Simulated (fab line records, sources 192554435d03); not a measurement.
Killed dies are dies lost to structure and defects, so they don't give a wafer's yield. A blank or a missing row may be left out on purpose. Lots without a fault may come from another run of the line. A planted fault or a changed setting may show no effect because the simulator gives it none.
A struck lot beside a sound one | flow n5_finfet | 40 steps out of a route of 1938
Sound: wafers L623.3, L623.4, L623.6. Struck: wafers L620.1, L620.4, L620.6. The cause comes at the end.
At each step with rows: each side's tool, then ch and its chambers, then its first start. Under that, the readings that differ: sound wafers | struck wafers | difference of the means | sigmas: that difference in standard deviations of wafers without a fault.
alike: readings whose means differ by less than 2 such deviations, and words and numbers that are the same on both sides. not compared: withheld readings, readings that some wafer has no value for, bounds like >300 that may hide the same value, and numbers for which the record gives no deviation and whose values overlap.
The two part at a step that has a row with sigmas, a row that says differs or no value, or rows on one side only. Numbers that don't overlap but have no deviation are shown without sigmas and don't part them. A reading that every wafer of one side lacks parts them only if that side has two wafers or more.

first, 11 steps without rows for these wafers: N5_MOL_CONTACT_COAG_DESCUM_13 (chemistry O2, time 7 s); N5_MOL_CONTACT_COAG_ETCH_59 (etches underlayer in N2/H2, target depth 13 nm, time 10.4 s); N5_MOL_CONTACT_COAG_ETCH_105 (etches SiARC in CF4, target depth 15.6 nm, time 26 s); N5_MOL_CONTACT_COAG_ETCH_106 (etches SOC in N2/H2, target depth 80 nm, overetch 16 nm, time 120 s); N5_MOL_CONTACT_COAG_STRIP_107 (strips in N2/H2); N5_MOL_CONTACT_COAG_STRIP_108 (strips in N2/H2); N5_MOL_CONTACT_COAG_CONTACT_ETCH_14 (etches SiO2 in C4F6/O2, target depth 27.5 nm, overetch 8.5 nm, time 20 s); N5_MOL_CONTACT_COAG_STRIP_109 (strips in C4F6/O2); N5_MOL_CONTACT_COAG_ETCH_15 (etches SiNx in CH3F/O2, stops on Si:P, target depth 7 nm); N5_MOL_CONTACT_COAG_ETCH_110 (etches Si in CF4/O2, target depth 2.5 nm, time 8 s); N5_MOL_CONTACT_COAG_STRIP_98 (strips in N2/H2).
N5_MOL_CONTACT_COAG_IMPLANT_129:
  sound on implanter-01 ch 0, day 9 05:41; struck on implanter-02 ch 0, day 8 10:13
  reading                          | sound                   | struck                  | difference | sigmas
  beam_energy_keV                  | 3.0000 3.0008 3.0002    | 1.1929 1.1924 1.1922    | -1.8078    | -99 or more
  end_station_pressure_torr (Torr) | 5.8e-06 5.9e-06 5.7e-06 | 8.6e-06 8.3e-06 8.9e-06 | +2.8e-06   | +9
  model.implant.rp_nm (nm)         | 6.144 6.144 6.144       | 3.736 3.736 3.736       | -2.408     |
  model.implant.drp_nm (nm)        | 2.134 2.134 2.134       | 1.226 1.226 1.226       | -0.908     |
then, 26 steps without rows for these wafers: N5_MOL_CONTACT_COAG_PRECLEAN_111 (cleans in NF3:NH3, afs cycles 1, time 20 s, sublimation time 60 s); N5_MOL_CONTACT_COAG_TI_SIL_19 (material Ti, target thk 4.2 nm, time 15 s); N5_MOL_CONTACT_COAG_ALD_20 (deposits TiN, target thk 1.5 nm, pulse time 1 s, purge time 3 s); N5_MOL_CONTACT_COAG_SIL_ANNEAL_21 (time 60 s); N5_MOL_CONTACT_COAG_PRE_CLEAN_141 (time 60 s); N5_MOL_CONTACT_COAG_SPUTTER_143 (material Co, target thk 2.5 nm); N5_MOL_CONTACT_COAG_CO_FILL_22 (material Co, precursor CCTBA/H2, target thk 20 nm); N5_MOL_CONTACT_COAG_ANNEAL_113 (time 300 s); N5_MOL_CONTACT_COAG_PRE_CLEAN_142 (time 60 s); N5_MOL_CONTACT_COAG_SPUTTER_130 (material Co, target thk 47.5 nm); N5_MOL_CONTACT_COAG_PRECLEAN_125 (cleans in DIW, time 57.5 s); N5_MOL_CONTACT_COAG_SRD_126 (dry time 32 s); N5_MOL_CONTACT_COAG_CMP_23 (polishes, stops on SiO2, t overpolish 1.5 s, target thk 0 nm); N5_MOL_CONTACT_COAG_WET_ETCH_26 (target Co, target depth 13 nm); N5_MOL_CONTACT_COAG_WET_ETCH_116 (etches the open film in SC1-inhibited, target depth 4.6 nm, rinse time 30 s); N5_MOL_CONTACT_COAG_ALD_27 (deposits SiOC, target thk 17 nm, pulse time 1.5 s, time 2720 s); N5_MOL_CONTACT_COAG_CMP_28 (polishes, stops on SiNx, t overpolish 0.85 s, target thk 14.522 nm); N5_MOL_CONTACT_COAG_ALD_123 (deposits SiNx, target thk 5 nm, pulse time 1 s, purge time 2 s); N5_MOL_CONTACT_COAG_PECVD_31 (deposits SiO2 from TEOS/O2, target thk 46 nm, time 8.9 s); N5_MOL_CONTACT_COAG_COAT_75 (time 60 s, resist thk 60 nm); N5_MOL_CONTACT_COAG_COAT_76 (time 60 s, resist thk 10 nm); N5_MOL_CONTACT_COAG_COAT_77 (time 60 s, resist thk 10 nm); N5_MOL_CONTACT_COAG_COAT_78 (resist thk 40 nm); N5_MOL_CONTACT_COAG_EBR_80; N5_MOL_CONTACT_COAG_SOFTBAKE_79 (time 60 s); N5_MOL_CONTACT_COAG_EXPOSE_81 (exposes mask VG, defocus 0 nm).
-- the record jumps here: 3 days lie between the struck wafers' starts before and after (it left off in module MOL_CONTACT_COAG and takes up again in module BEOL_M4, whose first step shown is number 1111 of the route) --
N5_BEOL_M4_RC_MEAS_101:
  sound on prober-02 ch 0, day 12 20:30; struck on prober-01 ch 0, day 11 18:04
  reading             | sound          | struck            | difference | sigmas
  RC_DENSE_N (ohm.um) | 20.7 20.2 20.6 | 26.0 25.6 24.9    | +5.0       | +8
  RC_DENSE_P (ohm.um) | 25.9 24.8 25.3 | 32.9 32.1 31.7    | +6.9       | +9
  RC_N (ohm.um)       | 16.7 16.3 16.9 | 21.4 20.7 20.1    | +4.1       | +8
  RC_P (ohm.um)       | 20.9 20.3 21.0 | 26.9 26.2 25.7    | +5.5       | +9
  REXT_N (ohm.um)     | 74.6 75.6 76.2 | 82.3 80.8 80.7    | +5.8       | +3
  REXT_P (ohm.um)     | 95.8 96.8 96.5 | 110.6 109.8 108.4 | +13.2      | +5
  alike: DIBL_N, DIBL_P, IOFF_N, IOFF_P, ION_N, ION_P, SS_N, SS_P, VT_N, VT_P
-- the record jumps here: 5 days lie between the struck wafers' starts before and after (it left off in module BEOL_M4 and takes up again in module PASSIVATION, whose first step shown is number 1936 of the route) --
N5_PASSIVATION_PROBE_49:
  sound on prober-01, day 17 14:08; struck on prober-01, day 16 14:30
  alike: defect_limited_yield, killed_at_M0_to_M3, killed_at_M4_up, killed_at_contacts, killed_at_front_end, killed_at_other, killed_dies, killed_on_rim, killed_open, killed_short, sort_bin_4_leakage, sort_bin_5_function, sort_bin_6_memory, sort_bin_8_speed, sort_n_pass, sort_yield_pct

WHERE THEY PART
First at N5_MOL_CONTACT_COAG_IMPLANT_129; last, within this record, at N5_BEOL_M4_RC_MEAS_101. Later steps at which nothing parts them and some readings are alike: N5_PASSIVATION_PROBE_49.

WHY: what the simulator had put in
Process parameter drift: implanter-02, from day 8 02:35 on, at N5_MOL_CONTACT_COAG_IMPLANT_129. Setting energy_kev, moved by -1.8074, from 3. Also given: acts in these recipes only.
